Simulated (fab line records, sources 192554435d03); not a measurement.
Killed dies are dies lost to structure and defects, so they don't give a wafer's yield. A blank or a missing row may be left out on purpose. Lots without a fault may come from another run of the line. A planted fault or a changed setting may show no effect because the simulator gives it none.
Which tool did it? | flow n5_finfet | 6 lots, 16 wafers sampled, at 1 step of a route of 1938

WHAT THE GAUGES READ, wafer by wafer
N5_BEOL_M10_OVL_MEAS_12.
lot  | measured     | on         | M10_OVL (nm)
L652 | day 10 18:52 | overlay-01 | -0.4 0.3 0.8
L650 | day 10 20:12 | overlay-02 | 0.5 -1.2 -0.7
L655 | day 11 17:50 | overlay-02 | 1.9 0.8 -0.4
L657 | day 12 07:04 | overlay-02 | 1.1 -0.1 1.3
L665 | day 13 21:47 | overlay-01 | -0.1 -0.8
L669 | day 15 13:57 | overlay-01 | -1.0 -1.4

WHICH TOOL RAN EACH LOT (tool, then ch and the chambers of the sampled wafers, then the start)
The record holds no process step before these readings.

THE ANSWER, worked out from the rows above alone
Rule: what is usual is taken from the lots themselves. Put in order of their means at a reading, lots are off if they are a third of the lots or fewer, leave a main group of 4 or more, and stand apart from it by a gap of 3 or more times the standard deviation of the main group's means; of several such gaps the widest counts. A main group whose means are all the same, to the digits that the tables above print for the reading, isn't used. A lot without any number at a reading at which 4 lots or more have one is off too. The other lots that the step has rows for count as sound.
No lot is off at any reading shown: from this, nothing can be told.

WHAT THE SIMULATOR HAD PUT IN
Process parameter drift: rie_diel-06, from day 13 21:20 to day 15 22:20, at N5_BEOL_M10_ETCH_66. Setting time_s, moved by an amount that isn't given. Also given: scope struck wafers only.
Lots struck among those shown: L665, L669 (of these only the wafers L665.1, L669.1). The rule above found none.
